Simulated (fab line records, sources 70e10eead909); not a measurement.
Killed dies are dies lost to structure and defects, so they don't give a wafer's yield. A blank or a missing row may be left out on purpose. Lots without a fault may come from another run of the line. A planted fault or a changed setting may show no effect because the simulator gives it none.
Problem report in the 8D (eight disciplines) form, filled by code | flow nand_harc | the parts of the form that need people (team, actions taken, sign-off) are left out

1. THE PROBLEM
killed_at_periphery at NHARC_END_SORT_01 reads a mean of 106.0 on 1 wafer of 1 lot; wafers without a fault read 3.8 with a standard deviation of 2.5. That is +41 standard deviations from the usual mean.
First seen on wafer L985.4, day 30 18:48, on prober-02. The record holds 6 wafers of 2 lots with a number at this step. Rule for "out", or "out of limits": more than 4 standard deviations from the usual mean. The other wafers with a number count as sound.

2. WHAT IT IS AND WHAT IT IS NOT
question                    | is                  | is not
which readings at this step | killed_at_periphery | killed_at_array, killed_at_other, killed_open, killed_short
which lots                  | L985                | L993
which wafers of those lots  | L985.4              | L985.1, L985.3
read on which gauges        | prober-02           | -
when                        | from day 30 18:48   | up to then (2 sound wafers); but 3 sound wafers of L993 came after

3. SUSPECTS, AND WHAT RULES EACH OUT
Counting: a tool at a process step up to the reading stays a suspect if it ran every lot that is out. Sound lots after the first of them don't rule it out here, since some wafers of a struck lot are sound.
- the gauge at NHARC_END_SORT_01: kept. All the wafers that are out were read on prober-02, and no step on other tools shows them out.
- rie_diel-02 at NHARC_P_M1_ETCH_35 (etches the open film in N2/H2, target depth 40 nm, overetch 12 nm, time 43.94 s): kept. It ran the lot that is out, L985 (day 12 18:19).
- rie_diel-04 at NHARC_A_BONDPAD_ETCH_34 (etches the open film in N2/H2, target depth 60 nm, overetch 18 nm, time 65.91 s): kept. It ran the lot that is out, L985 (day 29 06:09).
- Within rie_diel-02 at NHARC_P_M1_ETCH_35: the wafers that are out ran in chamber 2; their sound lot-mates ran in chambers 1, 3.
- Within rie_diel-04 at NHARC_A_BONDPAD_ETCH_34: the wafers that are out ran in chamber 3; their sound lot-mates ran in chambers 0, 2.
Left after counting: rie_diel-02 at NHARC_P_M1_ETCH_35, rie_diel-04 at NHARC_A_BONDPAD_ETCH_34, prober-02 at NHARC_END_SORT_01.

4. THE CAUSE (what the simulator had put in)
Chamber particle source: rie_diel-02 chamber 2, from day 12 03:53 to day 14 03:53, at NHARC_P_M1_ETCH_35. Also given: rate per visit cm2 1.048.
Counting left 3 suspects, and this tool is among them.

5. THE CHAIN OF EFFECTS, in route order
Each row: a reading whose mean over the struck wafers that have a number lies more than 3 standard deviations from the usual. Only readings for which the record gives a usual standard deviation are gone through. hours: the time from each lot's start at the first step in this table that gives one to its start at this step, as a median over the lots. sigmas: the change in usual standard deviations.
hours | step              | reading              | usual | on struck wafers | change | sigmas
0     | NHARC_END_SORT_01 | defect_limited_yield | 91 %  | 80               | -11    | -3.2
0     | NHARC_END_SORT_01 | killed_at_periphery  | 3.8   | 106.0            | +102.2 | +41
0     | NHARC_END_SORT_01 | killed_dies          | 62    | 138              | +76    | +3.3

6. WHAT WOULD HAVE CAUGHT IT SOONER
In this record the first reading out of limits at a measuring or inspecting step was taken at day 30 18:48, 447 hours after the fault began at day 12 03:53.
Of the tool readings at NHARC_P_M1_ETCH_35 for which the record gives a usual standard deviation, none was out on any struck wafer, so an alarm limit of 4 standard deviations on them would not have fired.
All the lots that are out (1) had begun NHARC_P_M1_ETCH_35 on rie_diel-02 by day 30 18:48. A hold on the tool at that time would have spared none of them.
